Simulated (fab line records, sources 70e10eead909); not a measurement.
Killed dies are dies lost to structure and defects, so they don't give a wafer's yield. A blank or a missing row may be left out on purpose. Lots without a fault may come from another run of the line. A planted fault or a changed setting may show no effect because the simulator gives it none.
Problem report in the 8D (eight disciplines) form, filled by code | flow nand_harc | the parts of the form that need people (team, actions taken, sign-off) are left out

1. THE PROBLEM
cd_nm at NHARC_A_M1_CD_MEAS_09 reads a mean of 116.4 nm on 4 wafers of 2 lots; wafers without a fault read 120.6 nm with a standard deviation of 0.81. That is -5.2 standard deviations from the usual mean.
The step: target cd 120 nm.
First seen on wafer L214.1, day 22 06:09, on cd_sem-02. The record holds 38 wafers of 13 lots with a number at this step. Rule for "out", or "out of limits": more than 4 standard deviations from the usual mean. The other wafers with a number count as sound.

2. WHAT IT IS AND WHAT IT IS NOT
question                    | is                             | is not
which readings at this step | cd_nm                          | -
which lots                  | L214, L216                     | L202, L204, L205, L206, L207, L208, L212, L213, L215, L222, L223
which wafers of those lots  | L214.1, L214.4, L216.1, L216.4 | L214.2
read on which gauges        | cd_sem-02, cd_sem-03           | cd_sem-01
when                        | from day 22 06:09              | up to then (28 sound wafers); but 6 sound wafers of L222, L223 came after

3. SUSPECTS, AND WHAT RULES EACH OUT
Counting: a tool at a process step up to the reading stays a suspect if it ran every lot that is out. Sound lots after the first of them don't rule it out here, since some wafers of a struck lot are sound.
- the gauge at NHARC_A_M1_CD_MEAS_09: ruled out. The wafers that are out were read on 2 gauges (cd_sem-02, cd_sem-03).
- pvd_sputter-02 at NHARC_A_M0_PVD_21 (deposits Cu, target thk 30 nm, time 20.49 s): kept. It ran every lot that is out, first L214 (day 22 03:55); its last sound lot up to then is L215 (day 22 01:59). NHARC_A_M0_PVD_21 gives no start for some lots, so the hours and the order of its lots are those of NHARC_A_M0_ANNEAL_30.
- rtp_anneal-01 at NHARC_A_M0_ANNEAL_30 (time 90 s): kept. It ran every lot that is out, first L214 (day 22 03:55); its last sound lot up to then is L213 (day 21 08:18).
- litho_track-01 at NHARC_A_M1_PEB_07 (peb time 65 s): kept. It ran every lot that is out, first L214 (day 22 06:04); its last sound lot up to then is L213 (day 21 10:25). Its own readings are out on those wafers: heater_power_total_W.
Left after counting: pvd_sputter-02 at NHARC_A_M0_PVD_21, rtp_anneal-01 at NHARC_A_M0_ANNEAL_30, litho_track-01 at NHARC_A_M1_PEB_07.

4. THE CAUSE (what the simulator had put in)
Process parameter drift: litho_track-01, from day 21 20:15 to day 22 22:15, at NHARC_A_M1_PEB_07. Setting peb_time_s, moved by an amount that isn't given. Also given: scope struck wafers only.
Counting left 3 suspects, and this tool is among them.

5. THE CHAIN OF EFFECTS, in route order
Each row: a reading whose mean over the struck wafers that have a number lies more than 3 standard deviations from the usual. Only readings for which the record gives a usual standard deviation are gone through. hours: the time from each lot's start at the first step in this table that gives one to its start at this step, as a median over the lots. sigmas: the change in usual standard deviations.
hours | step                  | reading              | usual    | on struck wafers | change | sigmas
0     | NHARC_A_M1_PEB_07     | heater_power_total_W | 156.6 W  | 168.3            | +11.8  | +28
0     | NHARC_A_M1_CD_MEAS_09 | cd_nm                | 120.6 nm | 116.4            | -4.2   | -5.2
The process steps in it:
- NHARC_A_M1_PEB_07: peb time 65 s.
Later measuring or inspecting steps at which every struck wafer that the step has a row for has a number for every such reading, and none has moved that far: NHARC_A_M1_INSPECT_11.

6. WHAT WOULD HAVE CAUGHT IT SOONER
In this record the first reading out of limits at a measuring or inspecting step was taken at day 22 06:09, 10 hours after the fault began at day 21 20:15.
The tool's own readings at NHARC_A_M1_PEB_07 were out on every struck wafer that the step has a row for (heater_power_total_W): an alarm limit on them would have fired on the first of those.
Of the lots that are out (2), L216 began NHARC_A_M1_PEB_07 on litho_track-01 after day 22 06:09. A hold on the tool at that time would have spared it.
